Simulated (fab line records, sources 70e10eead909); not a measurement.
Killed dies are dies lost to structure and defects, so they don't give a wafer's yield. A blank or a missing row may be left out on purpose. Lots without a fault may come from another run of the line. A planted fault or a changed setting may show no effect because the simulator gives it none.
fab line records | flow nand_harc
record lots=7 wafers=21 last_day=23
route steps=1159 shown P_GATE@146 END@1159
lots that met no fault: from a run of the same line without faults
start_h: hours from the record's first day to the start of the lot's first wafer shown | wait_h: hours since the lot's step before | " the same as in the row above | L1.1+2: a row that stands for several wafers | - no value, or no start given | * or withheld: withheld | < > ~ a bound
route shown NAME@n: a module of which the file shows steps, and the number in the route of the first | usual: mean/standard deviation of fault-free wafers | same: alike in all rows | chamber/n: place in a boat | sites: the reading at each site | _std_site: their standard deviation | _edge_site: outer sites' mean less inner sites' | radius_mm: how far each site lies from the wafer's centre | mask NAME#n: copy n | behind: the tool/chamber that last shaped the wafer | hold: why the lot was held/for how many hours/how that ended | device: the transistor (n, p or np) that didn't switch | end of line: the same wafers' tests at the end of the route | a step without rows: its recipe alone | killed: dies lost to structure and defects at the first sort, not the wafer's yield | map: a wafer's dies, x killed, . not, _ none there
set.NAME: the setting as run; set.NAME@STEP: as run at that earlier step | model.NAME: the simulator's own value behind a step, which no gauge read
lots at some steps of the route; a table a step, a row a wafer
services: from which hour (start_h, from the record's first day; less than 0 if before it) a tool's chamber was out of use, for how many hours, and why
## steps
# step NHARC_P_GATE_HM_OPEN_105
# recipe target_depth_a=3600 o2_flow_sccm=400 cos_flow_sccm=20 ar_flow_sccm=0 rf_w=500 bias_w=300 chemistry=O2/COS
# usual drypump_motor_current_A=5.7/0.37 oes_product_au=1.001/0.015 rf_vpp_V=466.6/2.7 showerhead_plenum_p_Torr=3.10/0.13 throttle_valve_pct=28.330/0.0084
# columns lot.wafer tool chamber start_h wait_h drypump_motor_current_A oes_product_au rf_hours_counter_h rf_vpp_V showerhead_plenum_p_Torr throttle_valve_pct
L933.1 rie_diel-12 3 - - 6.0 0.992 10 469.2 3.20 28.319
L933.3 " 1 " " 5.5 0.989 9 463.5 2.99 28.325
L933.6 " 2 " " 5.8 0.998 - 465.8 3.06 28.325
L934.1 rie_diel-10 3 - - 6.0 1.003 28 469.3 3.24 28.330
L934.3 " 0 " " 6.3 1.000 27 470.9 3.32 28.314
L934.6 " 0 " " 6.3 0.993 - 473.3 3.32 28.335
L937.2 rie_diel-12 1 - - 5.5 0.988 15 464.5 2.99 28.324
L937.4 " 2 " " 5.8 0.997 - 466.3 3.06 28.327
L937.6 " 0 " " 5.3 0.993 - 470.2 3.24 28.325
L939.1 rie_diel-12 3 - - 6.0 0.996 16 468.1 3.20 28.336
L939.2 " 1 " " 5.5 0.979 17 463.1 2.99 28.317
L939.6 " 0 " " 5.3 1.002 - 469.0 3.24 28.330
L942.4 rie_diel-12 1 - - 5.5 0.984 19 464.8 2.99 28.325
L942.5 " 2 " " 5.7 1.007 - 465.5 3.06 28.341
L942.6 " 3 " " 6.0 0.992 - 468.6 3.20 28.346
L951.2 rie_diel-10 2 - - 5.6 0.994 3 466.2 3.05 28.323
L951.4 " 0 " " 6.3 0.994 3 470.3 3.30 28.323
L951.6 " 1 " " 6.3 0.995 - 463.2 2.91 28.354
L952.4 rie_diel-13 0 - - 5.3 1.040 38 461.6 2.90 28.325
L952.2 " 2 " " 5.4 1.022 36 470.2 3.28 28.324
L952.1 " 3 " " 5.0 1.013 35 462.7 2.96 28.323
# step NHARC_P_GATE_STRIP_106
# recipe o2_flow_sccm=400 cos_flow_sccm=20 ar_flow_sccm=0 bias_w=0 chemistry=O2/COS
# step NHARC_P_GATE_ETCH_114
# recipe target_depth_a=300 overetch_a=30 time_s=16.5 ion_energy_ev=100 cf4_flow_sccm=80 o2_flow_sccm=20 ar_flow_sccm=0 rf_w=300 bias_w=100 chemistry=CF4/O2
# step NHARC_P_GATE_ETCH_32
# recipe target_depth_a=1500 over_etch_frac=1 over_etch_ion_energy_ev=40 time_s=100.1 hbr_flow_sccm=150 cl2_flow_sccm=50 rf_w=400 icp_w=400 bias_w=100 chemistry=HBr/Cl2
# step NHARC_P_GATE_STRIP_108
# recipe o2_flow_sccm=500 ar_flow_sccm=0 bias_w=0 chemistry=O2
# usual drypump_motor_current_A=5.5/0.31 oes_product_au=1.002/0.018 rf_vpp_V=57.7/0.89 showerhead_plenum_p_Torr=3.50/0.14 throttle_valve_pct=17.036/0.0091
# columns lot.wafer tool chamber start_h wait_h drypump_motor_current_A oes_product_au rf_hours_counter_h rf_vpp_V showerhead_plenum_p_Torr throttle_valve_pct
L933.3 rie_diel-12 0 89.20 - 5.3 0.988 10 57.5 3.66 17.048
L933.1 " 2 " " 5.8 1.003 10 57.9 3.46 17.027
L933.6 " 0 " " 5.3 0.993 - 57.1 3.66 17.011
L934.1 rie_diel-12 1 89.37 - 5.5 1.000 9 57.0 3.39 17.041
L934.3 " 3 " " 6.0 0.993 10 57.3 3.62 17.034
L934.6 " 1 " " 5.5 0.989 - 57.2 3.39 17.032
L937.2 rie_diel-12 1 113.29 - 5.5 0.968 15 56.7 3.38 17.042
L937.6 " 1 " " 5.5 0.976 - 58.2 3.38 17.055
L937.4 " 2 " " 5.7 1.005 - 58.0 3.46 17.048
L939.1 rie_diel-12 1 129.49 - 5.5 0.975 17 57.2 3.38 17.053
L939.2 " 0 " " 5.3 1.006 17 57.8 3.66 17.039
L939.6 " 1 " " 5.5 0.985 - 56.6 3.38 17.023
L942.4 rie_diel-12 2 134.42 - 5.7 0.995 19 57.9 3.46 17.055
L942.6 " 0 " " 5.3 1.005 - 58.4 3.66 17.028
L942.5 " 1 " " 5.5 0.980 - 57.3 3.38 17.038
L951.2 rie_diel-13 0 192.53 - 5.3 1.030 35 57.3 3.29 17.028
L951.4 " 3 " " 5.0 1.014 32 57.8 3.35 17.033
L951.6 " 1 " " 5.6 0.982 - 58.4 3.46 17.041
L952.1 rie_diel-13 3 199.32 - 5.0 1.007 35 57.8 3.35 17.040
L952.2 " 0 " " 5.3 1.035 39 56.9 3.28 17.040
L952.4 " 2 " " 5.4 1.025 36 58.0 3.70 17.043
# step NHARC_P_GATE_CD_MEAS_33
# usual cd_nm=120.3/2.7
# columns lot.wafer tool chamber start_h wait_h cd_nm
L933.1 cd_sem-03 - 89.36 - 113.2
L933.3 " - " " 117.8
L933.6 " - " " 121.5
L934.1 cd_sem-03 - 89.55 - 120.4
L934.3 " - " " 123.7
L934.6 " - " " 121.1
L937.2 cd_sem-01 - 113.50 0.2 119.4
L937.4 " - " " 119.7
L937.6 " - " " 120.2
L939.1 cd_sem-02 - 129.66 - 117.4
L939.2 " - " " 121.3
L939.6 " - " " 124.6
L942.4 cd_sem-03 - 134.57 - 125.6
L942.5 " - " " 120.1
L942.6 " - " " 122.3
L951.2 cd_sem-03 - 192.71 - 121.9
L951.4 " - " " 123.2
L951.6 " - " " 120.4
L952.1 cd_sem-02 - 199.50 - 116.1
L952.2 " - " " 118.3
L952.4 " - " " 120.9
# step NHARC_P_GATE_STRIP_35
# recipe time_s=600 temp_c=130 chemistry=SPM
# step NHARC_P_GATE_PRECLEAN_73
# recipe time_s=* temp_c=50 bath_age_min=0 chemistry=SC1
# step NHARC_P_GATE_SRD_74
# step NHARC_P_GATE_ALD_36
# recipe target_thk_a=200 pulse_time_s=60 ald_cycles=223 temp_c=400 material=SiNx
# step NHARC_P_GATE_ETCHBACK_37
# recipe target_depth_a=345 time_s=17.2 chf3_flow_sccm=50 o2_flow_sccm=10 ar_flow_sccm=200 rf_w=500 bias_w=200 chemistry=CHF3/O2
# step NHARC_P_GATE_STRIP_101
# recipe time_s=20 o2_flow_sccm=500 ar_flow_sccm=0 bias_w=0 chemistry=O2
# step NHARC_P_GATE_PRECLEAN_97
# recipe time_s=600 temp_c=120 chemistry=SPM
# columns lot.wafer tool chamber start_h wait_h
L933.6+3+1 wet_bench-09 4,6,1 99.58 -
L934.1+3+6 wet_bench-05 0,1,5 99.71 -
L937.4+6+2 wet_bench-09 7,1,4 123.67 -
L939.1+2+6 wet_bench-09 2,4,5 139.92 -
L942.6+4+5 wet_bench-09 1,3,4 144.92 -
L951.4+6+2 wet_bench-07 5,7,1 202.87 -
L952.2+1+4 wet_bench-09 5,0,1 210.63 -
# step NHARC_P_GATE_SRD_98
# step NHARC_P_GATE_PRECLEAN_99
# recipe time_s=* temp_c=50 bath_age_min=0 chemistry=SC1
# step NHARC_P_GATE_SRD_100
# step NHARC_P_GATE_DEHYDRATE_38
# recipe temp_c=150 time_s=120
# step NHARC_P_GATE_HMDS_39
# recipe time_s=30
# step NHARC_P_GATE_COAT_40
# recipe spin_rpm=3000
# step NHARC_P_GATE_SOFTBAKE_41
# recipe temp_c=122 time_s=95
# step NHARC_P_GATE_EBR_42
# step NHARC_P_GATE_EXPOSE_43
# recipe na=0.6 target_cd_nm=720 dose_mj=14.81 mask_id=P_NSD
# step NHARC_P_GATE_PEB_44
# recipe peb_temp_c=118 peb_time_s=85
# step NHARC_P_GATE_DEVELOP_45
# recipe time_s=70
# step NHARC_P_GATE_CD_MEAS_46
# recipe target_cd_nm=720 landing_energy_ev=500
# usual cd_nm=717.9/2.2
# columns lot.wafer tool chamber start_h wait_h cd_nm
L933.1 cd_sem-01 0 100.41 - 715.9
L933.3 " 0 " " 717.0
L933.6 " 0 " " 719.3
L934.1 cd_sem-02 0 100.61 - 717.9
L934.3 " 0 " " 720.1
L934.6 " 0 " " 722.2
L937.2 cd_sem-02 0 124.52 - 719.2
L937.4 " 0 " " 720.0
L937.6 " 0 " " 715.9
L939.1 cd_sem-02 0 140.75 - 717.8
L939.2 " 0 " " 719.4
L939.6 " 0 " " 716.1
L942.4 cd_sem-01 0 145.75 - 722.0
L942.5 " 0 " " 721.8
L942.6 " 0 " " 721.7
L951.2 cd_sem-01 0 203.70 - 717.0
L951.4 " 0 " " 717.8
L951.6 " 0 " " 718.9
L952.1 cd_sem-02 0 211.33 - 716.9
L952.2 " 0 " " 717.9
L952.4 " 0 " " 719.4
# step NHARC_P_GATE_HARDBAKE_47
# recipe temp_c=125 time_s=80
# step NHARC_P_GATE_DESCUM_48
# recipe time_s=3 o2_flow_sccm=200 ar_flow_sccm=0 bias_power_w=0 chemistry=O2
# usual drypump_motor_current_A=5.6/0.3 oes_product_au=0.997/0.016 rf_vpp_V=57.7/0.91 showerhead_plenum_p_Torr=1.90/0.077 throttle_valve_pct=11.311/0.0097
# columns lot.wafer tool chamber start_h wait_h drypump_motor_current_A oes_product_au rf_hours_counter_h rf_vpp_V showerhead_plenum_p_Torr throttle_valve_pct
L933.3 rie_diel-12 0 100.62 - 5.3 0.972 12 57.5 1.99 11.312
L933.1 " 1 " " 5.5 0.982 13 58.5 1.83 11.313
L933.6 " 3 " " 6.0 0.996 - 58.3 1.96 11.316
L934.3 rie_diel-12 3 100.80 - 5.9 0.991 13 58.1 1.97 11.310
L934.1 " 0 " " 5.3 0.975 12 58.5 1.99 11.316
L934.6 " 3 " " 6.0 0.989 - 57.5 1.96 11.299
L937.2 rie_diel-10 1 124.68 - 6.3 0.988 39 55.3 1.78 11.319
L937.4 " 2 " " 5.6 1.006 42 56.5 1.87 11.328
L937.6 " 2 " " 5.6 0.999 - 56.7 1.87 11.304
L939.2 rie_diel-10 2 140.91 - 5.5 1.005 49 56.5 1.87 11.324
L939.1 " 3 " " 6.0 1.009 50 59.4 1.98 11.320
L939.6 " 0 " " 6.3 0.998 - 59.1 2.04 11.309
L942.4 rie_diel-13 1 145.93 - 5.6 0.983 16 58.2 1.88 11.307
L942.6 " 2 " " 5.4 1.021 - 57.2 2.02 11.304
L942.5 " 3 " " 5.0 1.003 - 57.4 1.82 11.317
L951.2 rie_diel-10 3 203.93 - 6.0 1.003 10 57.2 1.98 11.325
L951.4 " 1 " " 6.3 0.991 - 56.7 1.77 11.331
L951.6 " 2 " " 5.6 0.987 - 57.4 1.86 11.305
L952.2 rie_diel-12 2 211.49 - 5.7 1.005 0 58.4 1.87 11.299
L952.1 " 0 " " 5.3 0.992 0 58.2 1.99 11.309
L952.4 " 2 " " 5.7 1.014 - 56.1 1.87 11.295
# step NHARC_P_GATE_IMPLANT_49
# recipe energy_kev=30 dose_cm2=3e+15 tilt_deg=7
# step NHARC_P_GATE_STRIP_111
# recipe power_w=1500 temp_c=110 time_s=250 chemistry=N2/H2
# step NHARC_P_GATE_STRIP_75
# recipe power_w=1500 temp_c=250 chemistry=O2
# usual drypump_motor_current_A=5.7/0.3 heater_power_w=330/27
# columns lot.wafer tool chamber start_h wait_h drypump_motor_current_A heater_power_w rf_hours_counter_h
L933.1 plasma_asher-02 1 101.28 0.2 6.1 310 26
L933.3 " 1 " " 6.1 312 -
L933.6 " 0 " " 5.3 369 -
L934.1 plasma_asher-02 1 101.65 0.2 6.1 301 27
L934.3 " 1 " " 6.1 304 -
L934.6 " 0 " " 5.3 369 -
L937.2 plasma_asher-01 1 125.50 0.2 5.7 362 6
L937.4 " 0 " " 5.5 299 -
L937.6 " 0 " " 5.5 300 -
L939.2 plasma_asher-02 1 141.61 0.3 6.1 310 42
L939.1 " 0 " " 5.3 361 42
L939.6 " 1 " " 6.1 306 -
L942.4 plasma_asher-01 1 146.59 0.2 5.7 359 -
L942.6 " 1 " " 5.7 354 -
L942.5 " 0 " " 5.5 295 -
L951.2 plasma_asher-02 1 204.59 0.3 6.1 311 4
L951.4 " 1 " " 6.1 312 -
L951.6 " 0 " " 5.3 340 -
L952.2 plasma_asher-01 0 212.19 0.3 5.5 298 38
L952.1 " 1 " " 5.7 350 38
L952.4 " 0 " " 5.5 302 -
# step NHARC_P_GATE_STRIP_50
# recipe time_s=900 temp_c=130 chemistry=SPM
# step NHARC_P_GATE_DEHYDRATE_51
# recipe temp_c=150 time_s=120
# step NHARC_P_GATE_HMDS_52
# recipe time_s=30
# step NHARC_P_GATE_COAT_53
# recipe spin_rpm=3000
# step NHARC_P_GATE_SOFTBAKE_54
# recipe temp_c=122 time_s=95
# step NHARC_P_GATE_EBR_55
# step NHARC_P_GATE_EXPOSE_56
# recipe na=0.6 target_cd_nm=720 dose_mj=14.81 mask_id=P_PSD
# step NHARC_P_GATE_PEB_57
# recipe peb_temp_c=118 peb_time_s=85
# step NHARC_P_GATE_DEVELOP_58
# recipe time_s=70
# step NHARC_P_GATE_CD_MEAS_59
# recipe target_cd_nm=720 landing_energy_ev=500
# usual cd_nm=721.0/2.4
# columns lot.wafer tool chamber start_h wait_h cd_nm
L933.1 cd_sem-03 0 102.26 - 719.8
L933.3 " 0 " " 722.1
L933.6 " 0 " " 724.5
L934.1 cd_sem-03 0 102.57 - 724.7
L934.3 " 0 " " 721.5
L934.6 " 0 " " 726.7
L937.2 cd_sem-01 0 126.32 - 721.9
L937.4 " 0 " " 721.7
L937.6 " 0 " " 722.8
L939.1 cd_sem-02 0 142.55 - 721.8
L939.2 " 0 " " 720.8
L939.6 " 0 " " 724.0
L942.4 cd_sem-01 0 147.56 - 723.2
L942.5 " 0 " " 723.4
L942.6 " 0 " " 722.9
L951.2 cd_sem-02 0 205.40 - 721.0
L951.4 " 0 " " 718.1
L951.6 " 0 " " 715.6
L952.1 cd_sem-02 0 213.01 - 721.0
L952.2 " 0 " " 722.2
L952.4 " 0 " " 723.3
# step NHARC_P_GATE_HARDBAKE_60
# recipe temp_c=125 time_s=80
# step NHARC_P_GATE_DESCUM_61
# recipe time_s=3 o2_flow_sccm=200 ar_flow_sccm=0 bias_power_w=0 chemistry=O2
# usual drypump_motor_current_A=5.7/0.31 oes_product_au=0.997/0.014 rf_vpp_V=57.7/0.88 showerhead_plenum_p_Torr=1.90/0.076 throttle_valve_pct=11.311/0.0085
# columns lot.wafer tool chamber start_h wait_h drypump_motor_current_A oes_product_au rf_hours_counter_h rf_vpp_V showerhead_plenum_p_Torr throttle_valve_pct
L933.3 rie_diel-12 2 102.46 - 5.7 0.991 14 58.3 1.88 11.308
L933.1 " 0 " " 5.3 0.988 13 59.6 1.99 11.300
L933.6 " 3 " " 6.0 0.990 - 57.8 1.96 11.315
L934.3 rie_diel-12 0 102.95 - 5.3 0.996 13 57.5 1.99 11.303
L934.1 " 2 " " 5.7 1.010 14 57.5 1.88 11.305
L934.6 " 0 " " 5.3 0.995 - 58.6 1.99 11.308
L937.4 rie_diel-13 2 126.50 - 5.5 1.016 6 58.1 2.03 11.311
L937.2 " 3 " " 4.9 1.010 6 57.3 1.82 11.314
L937.6 " 1 " " 5.6 0.985 - 57.8 1.88 11.309
L939.1 rie_diel-12 2 142.73 - 5.7 0.987 22 57.2 1.87 11.303
L939.2 " 3 " " 5.9 0.999 20 56.8 1.96 11.303
L939.6 " 2 " " 5.8 1.000 - 59.0 1.87 11.310
L942.4 rie_diel-10 3 147.74 - 6.0 1.009 54 58.1 1.98 11.314
L942.5 " 1 " " 6.3 1.008 - 57.1 1.78 11.301
L942.6 " 2 " " 5.6 1.003 - 56.8 1.87 11.315
L951.2 rie_diel-10 3 205.98 - 6.0 0.991 11 57.1 1.98 11.314
L951.6 " 2 " " 5.6 0.983 - 57.3 1.86 11.327
L951.4 " 3 " " 6.0 0.999 - 58.6 1.98 11.318
L952.2 rie_diel-12 0 213.19 - 5.3 0.997 0 57.4 1.99 11.321
L952.1 " 1 " " 5.5 0.984 0 58.3 1.82 11.308
L952.4 " 0 " " 5.3 1.001 - 57.5 1.99 11.318
# step NHARC_P_GATE_INSPECT_68
# usual raw_defect_count=207/81
# columns lot.wafer tool chamber start_h wait_h raw_defect_count
L933.1 defect_inspect-01 - 107.39 0.2 147
L933.3 " - " " 223
L933.6 " - " " 355
L934.1 defect_inspect-02 - 108.49 0.2 176
L934.3 " - " " 262
L934.6 " - " " 108
L937.2 defect_inspect-02 - 131.10 0.1 562
L937.4 " - " " 469
L937.6 " - " " 538
L939.1 defect_inspect-01 - 147.40 0.2 506
L939.2 " - " " 481
L939.6 " - " " 495
L942.4 defect_inspect-01 - 152.49 0.1 577
L942.5 " - " " 564
L942.6 " - " " 507
L951.2 defect_inspect-02 - 212.80 0.1 164
L951.4 " - " " 126
L951.6 " - " " 160
L952.1 defect_inspect-02 - 218.09 0.2 388
L952.2 " - " " 213
L952.4 " - " " 292
# step NHARC_END_SORT_01
# recipe temp_c=25
# usual killed_at_array=27/10 killed_at_other=0.6/0.83 killed_at_periphery=2.4/1.8 killed_dies=30/10 killed_open=3.3/1.7 killed_short=1.8/1.4
# same gross_dies=677
# columns lot.wafer tool chamber start_h wait_h killed_at_array killed_at_other killed_at_periphery killed_dies killed_open killed_short
L937.2 prober-02 0 463.13 2.8 22 0 83 105 4 1
L937.4 prober-02 0 464.72 3.4 11 0 74 85 0 0
L937.6 prober-02 0 466.31 4.0 23 0 78 101 5 0
L939.1 prober-01 0 470.26 2.5 32 0 38 70 2 1
L939.2 prober-01 0 471.06 2.8 20 0 81 101 0 4
L939.6 prober-01 0 474.26 4.0 42 0 70 112 2 4
L942.4 prober-01 0 482.43 3.4 36 0 49 85 2 1
L942.5 prober-01 0 483.22 3.7 20 0 78 98 1 2
L942.6 prober-01 0 484.01 4.0 32 0 89 121 1 1
# killed by level:class
L937.2 P_GATE:unspecified=83 A_SLIT:chamber_film_flake=11 A_CONTACT:chamber_film_flake=3 A_CHANNEL_FILL_D1:geometric_particle:open=2 A_CONTACT:geometric_particle:open=2 A_STAIRCASE:chamber_film_flake=2 A_SOURCE_PLATE:geometric_particle:short=1 A_CHANNEL_HOLE_D1:chamber_film_flake=1
L937.4 P_GATE:unspecified=73 A_SLIT:chamber_film_flake=6 A_CONTACT:chamber_film_flake=2 P_M2:chamber_film_flake=1 A_ZERO_WELL:chamber_film_flake=1 A_CHANNEL_FILL_D1:chamber_film_flake=1 A_STAIRCASE:chamber_film_flake=1
L937.6 P_GATE:unspecified=75 A_SLIT:chamber_film_flake=10 A_STAIRCASE:chamber_film_flake=5 A_CHANNEL_HOLE_D1:chamber_film_flake=3 A_WL_FILL:geometric_particle:open=2 P_STI:chamber_film_flake=2 P_BONDPAD:geometric_particle:open=1 A_CONTACT:geometric_particle:open=1
L939.1 P_GATE:unspecified=38 A_CHANNEL_HOLE_D1:chamber_film_flake=15 A_SLIT:chamber_film_flake=9 A_STAIRCASE:chamber_film_flake=3 A_M0:geometric_particle:open=2 A_ONON_D1:geometric_particle:short=1 A_CONTACT:chamber_film_flake=1 A_M1:chamber_film_flake=1
L939.2 P_GATE:unspecified=80 A_SLIT:chamber_film_flake=7 A_CHANNEL_HOLE_D1:chamber_film_flake=5 A_CHANNEL_FILL_D1:geometric_particle:short=2 A_CONTACT:chamber_film_flake=2 P_STI:geometric_particle:short=1 A_SLIT:geometric_particle:short=1 A_CHANNEL_FILL_D1:chamber_film_flake=1
L939.6 P_GATE:unspecified=69 A_CHANNEL_HOLE_D1:chamber_film_flake=18 A_SLIT:chamber_film_flake=12 A_STAIRCASE:chamber_film_flake=3 A_WL_FILL:geometric_particle:open=2 A_CONTACT:chamber_film_flake=2 A_ONON_D1:geometric_particle:short=1 A_CHANNEL_FILL_D1:geometric_particle:short=1
L942.4 P_GATE:unspecified=49 A_CHANNEL_HOLE_D1:chamber_film_flake=17 A_SLIT:chamber_film_flake=12 A_STAIRCASE:chamber_film_flake=2 A_SGD_CUT:geometric_particle:open=1 A_M0:geometric_particle:short=1 A_M0:geometric_particle:open=1 A_ZERO_WELL:chamber_film_flake=1
L942.5 P_GATE:unspecified=75 A_SLIT:chamber_film_flake=12 A_CHANNEL_HOLE_D1:chamber_film_flake=3 A_STAIRCASE:chamber_film_flake=2 P_M0:geometric_particle:open=1 A_CHANNEL_HOLE_D1:geometric_particle:short=1 A_M0:geometric_particle:short=1 P_M1:chamber_film_flake=1
L942.6 P_GATE:unspecified=85 A_CHANNEL_HOLE_D1:chamber_film_flake=17 A_SLIT:chamber_film_flake=6 A_STAIRCASE:chamber_film_flake=4 A_CHANNEL_FILL_D1:chamber_film_flake=2 A_CONTACT:geometric_particle:open=1 A_BLC:geometric_particle:short=1 P_ZERO_WELL:chamber_film_flake=1
# map L937.2 (x killed, . not)
____________.____________
_________......._________
_______..........x_______
______...x.........______
_____..............x_____
____.............x.x.____
____.....x...........____
___.............x.xx..___
___..............xx...___
__.................x...__
__.................xx..__
_..............x........_
_......................._
_......................._
_......................._
_......................._
.........................
.........................
........................x
..............x..........
...x...x..............x..
_......................._
_.........x............._
_........xx............x_
_.........xxx.xx........_
_........xxxxx.........._
__.......xxxxxx........__
__......xxxxxxxx.......__
___....xxxxxxxxx......___
___.....xxxxxxxxx.....___
____...xxxxxxxxx.....____
____....xxxxxxx......____
_____...xxxxxxx....._____
______..xxxxxxx....______
_______.x.xxxxx..._______
_________.xx..x._________
____________.____________
# map L939.6 (x killed, . not)
____________.____________
_________x......_________
_______....x......_______
______.............______
_____......x........_____
____.................____
____.................____
___...................___
___...................___
__.....................__
__...x.......x.........__
_....x..........x......._
_x......................_
_.x..x......x..x........_
_.xx.x......x..........._
_xxx.x.x....xx.........._
xxxxxxx....x.x....x......
.xxxxx.......xxx.........
xxxxxxx.......x...x......
xxxxxxxx..........x......
xxxxxxxx.......x.........
_xxxxxx................._
_xxxx.x................._
_xxxxx.................._
_xx.x..x................_
_..x..x...x.x..........._
__x.....x..xx.....x....__
__.......x..x..........__
___....x..x...........___
___....xx.x.x.........___
____..x....x...x.....____
____......xx.........____
_____....xx........._____
______.............______
_______..........._______
_________......._________
____________.____________
## services
# columns tool chamber start_h hours kind
plasma_asher-02 - 81.57 1.3 repair
rie_diel-12 0 83.40 - clean
rie_diel-12 1 83.40 - clean
rie_diel-12 2 83.40 - clean
rie_diel-12 3 83.40 - clean
wet_bench-07 - 96.00 8.0 pm
plasma_asher-01 - 99.00 9.0 pm
rie_diel-13 - 99.00 9.0 pm
rie_diel-12 0 108.14 - clean
rie_diel-12 1 108.14 - clean
plasma_asher-02 - 110.17 1.5 repair
rie_diel-12 3 111.95 6.8 repair
wet_bench-09 - 112.88 8.0 pm
plasma_asher-02 - 114.12 1.7 repair
rie_diel-10 2 133.21 3.4 repair
rie_diel-10 1 135.60 11.1 repair
wet_bench-05 - 162.46 0.5 repair
rie_diel-12 3 170.63 10.5 repair
rie_diel-10 - 176.50 9.0 pm
plasma_asher-02 - 183.00 9.0 pm
wet_bench-05 - 196.80 8.0 pm
rie_diel-12 3 202.17 20.3 repair
rie_diel-12 - 202.40 9.0 pm
rie_diel-10 2 206.85 1.4 repair
## key
first_sign step=NHARC_P_GATE_INSPECT_68 reading=raw_defect_count direction=up sigmas=3.9 usual=207 struck=522
effect step=NHARC_END_SORT_01 reading=killed_at_periphery direction=up sigmas=38 usual=2.4 struck=71.1
more_kills_born_at NHARC_P_GATE_PRECLEAN_97@wet_bench-09=627
met_at NHARC_P_GATE_PRECLEAN_97
struck_wafers L937.2,L937.4,L937.6,L939.1,L939.2,L939.6,L942.4,L942.5,L942.6
tester_left_out L937,L939,L942
onset_between 99.58 123.67
also_fits NHARC_P_GATE_HM_OPEN_105:rie_diel-12,NHARC_P_GATE_STRIP_108:rie_diel-12
fault kind=chamber_particle_source tool=wet_bench-09 chamber=- onset_h=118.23 steps=NHARC_P_GATE_PRECLEAN_97 rate_per_visit_cm2=0.604 end_h=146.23
# tester_left_out: of these lots the tester's yield and bins aren't shown, on N5 and GAA mostly nor the transistor test; their killed dies are dies lost to structure and defects alone, not to doping, threshold or leakage, so they don't give the yield
